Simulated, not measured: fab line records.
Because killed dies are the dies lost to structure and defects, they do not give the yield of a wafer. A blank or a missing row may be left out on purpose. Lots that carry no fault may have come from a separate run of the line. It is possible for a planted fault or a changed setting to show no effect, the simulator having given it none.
Which tool was responsible? -- flow nandHarc -- 6 lots, 18 wafers sampled, at 4 steps of a route of 1302

== WHAT THE GAUGES SHOWED, per wafer ==
NHARC_A_CHANNEL_FILL_D1_INSPECT_13.
lot,measured,on,rawDefectCount
L747,day 11 16:20,defectInspect-01,226 232 148
L749,day 11 16:22,defectInspect-02,567 298 356
L751,day 12 22:23,defectInspect-01,237 150 198
L753,day 14 05:42,defectInspect-02,352 260 542
L756,day 15 03:53,defectInspect-01,331 481 285
L766,day 19 03:21,defectInspect-02,237 279 250

== TOOL THAT RAN EACH LOT (tool first, then ch and the chambers of the sampled wafers, then the start) ==
lot,NHARC_A_CHANNEL_FILL_D1_ALD_02,NHARC_A_CHANNEL_FILL_D1_ALD_15,NHARC_A_CHANNEL_FILL_D1_ALD_16
L747,"aldHk-02 ch 0,2, day 9 13:31","aldSinBatch-03 ch 0, day 9 23:45","aldHk-02 ch 0,1, day 10 01:48"
L749,"aldHk-01 ch 0,1, day 9 20:11","aldSinBatch-02 ch 0, day 10 05:06","aldHk-04 ch 0,1,3, day 10 07:11"
L751,"aldHk-01 ch 0,3, day 10 21:03","aldSinBatch-01 ch 0, day 11 07:11","aldHk-01 ch 0,2, day 11 09:14"
L753,"aldHk-02 ch 1,2,3, day 12 03:02","aldSinBatch-03 ch 0, day 12 13:35","aldHk-01 ch 0,3, day 12 15:38"
L756,"aldHk-01 ch 1,2, day 13 02:24","aldSinBatch-02 ch 0, day 13 12:47","aldHk-04 ch 0,1,3, day 13 14:52"
L766,"aldHk-01 ch 0,2,3, day 17 01:17","aldSinBatch-01 ch 0, day 17 11:25","aldHk-04 ch 1,3, day 17 13:26"
- NHARC_A_CHANNEL_FILL_D1_ALD_02: deposits SiO2, target thk 6 nm, pulse time 10 s, ald cycles 60.
- NHARC_A_CHANNEL_FILL_D1_ALD_15: deposits SiNx, target thk 2 nm, pulse time 60 s, ald cycles 19.
- NHARC_A_CHANNEL_FILL_D1_ALD_16: deposits SiO2, target thk 1.5 nm, pulse time 10 s, ald cycles 15.

== THE ANSWER, worked out from the rows above alone ==
Rule: the lots themselves supply what counts as usual. The widest of any qualifying gaps counts: lots, ordered by their means at a reading, are off when they make up no more than a third of the lots, leave a main group of 4 or more, and stand apart from it by 3 or more times the standard deviation of that group's means. If all means in a main group match to the digits the tables above print for the reading, that group is not used. Also off: a lot with no number at a reading for which 4 or more lots have one. Any other lot the step has rows for is counted as sound.
No lot is off on any of the readings shown, so nothing can be concluded from this.

== WHAT THE SIMULATOR HAD PUT IN ==
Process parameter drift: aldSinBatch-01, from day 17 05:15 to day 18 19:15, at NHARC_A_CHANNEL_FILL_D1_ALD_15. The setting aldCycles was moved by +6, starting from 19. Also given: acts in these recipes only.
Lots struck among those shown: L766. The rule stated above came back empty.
